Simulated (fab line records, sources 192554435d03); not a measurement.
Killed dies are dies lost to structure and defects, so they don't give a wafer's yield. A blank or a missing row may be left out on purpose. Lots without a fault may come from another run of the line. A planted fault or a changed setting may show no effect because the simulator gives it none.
Chamber matching | flow n5_finfet | N5_HKMG_FIN_ALD_91 on ald_metal-04: 4 sister chambers
The step deposits TiN, target thk 1 nm, pulse time 1 s, purge time 3 s. 8 wafers are shown with their chamber, then 9 later ones without.

WAFERS WITH THEIR CHAMBER
wafer  | chamber | heater_power_w (W) | precursor_pulse_height_rel
L078.4 | 1       | 900                | 1.013
L078.5 | 1       | 944                | 1.019
L081.6 | 2       | 909                | 1.015
L082.2 | 0       | 845                | 0.991
L082.5 | 0       | 821                | 1.016
L083.1 | 2       | 906                | 0.994
L083.4 | 3       | 853                | 1.037
L083.5 | 3       | 816                | 0.990

WAFERS WITHOUT THEIR CHAMBER
wafer  | heater_power_w (W) | precursor_pulse_height_rel
L089.3 | 848                | 0.983
L089.4 | 807                | 1.041
L089.5 | 840                | 0.985
L090.3 | 818                | 1.001
L090.4 | 911                | 0.997
L090.5 | 829                | 1.005
L097.4 | 863                | 1.015
L097.5 | 880                | 0.992
L097.6 | 844                | 0.993

WHICH CHAMBER EACH WENT THROUGH
wafer  | from the rows above               | in truth
L089.3 | can't be placed: 0 or 3 or 2      | 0
L089.4 | can't be placed: 3 or 0           | 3
L089.5 | can't be placed: 0 or 3           | 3
L090.3 | can't be placed: 0 or 3           | 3
L090.4 | can't be placed: 2 or 1           | 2
L090.5 | can't be placed: 0 or 3           | 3
L097.4 | can't be placed: 3 or 0 or 2 or 1 | 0
L097.5 | can't be placed: 2 or 0 or 1 or 3 | 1
L097.6 | can't be placed: 0 or 3           | 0
Placed correctly: 0 of 9. Can't be placed from these rows: 9 (the true chamber is among the candidates in 9). Placed wrongly: 0.
How it was worked out, from the rows above alone: a wafer's distance from a chamber is the root of the sum, over the readings, of the square of ((its reading less the chamber's mean) divided by the reading's scatter). The wafer belongs to the nearest chamber; if the next one is less than 2 further off, it can't be placed. A chamber's mean is the mean of its shown wafers. The scatter: the root of (the sum of the squares of (reading less its chamber's mean) over the shown wafers, divided by (wafers less chambers)).
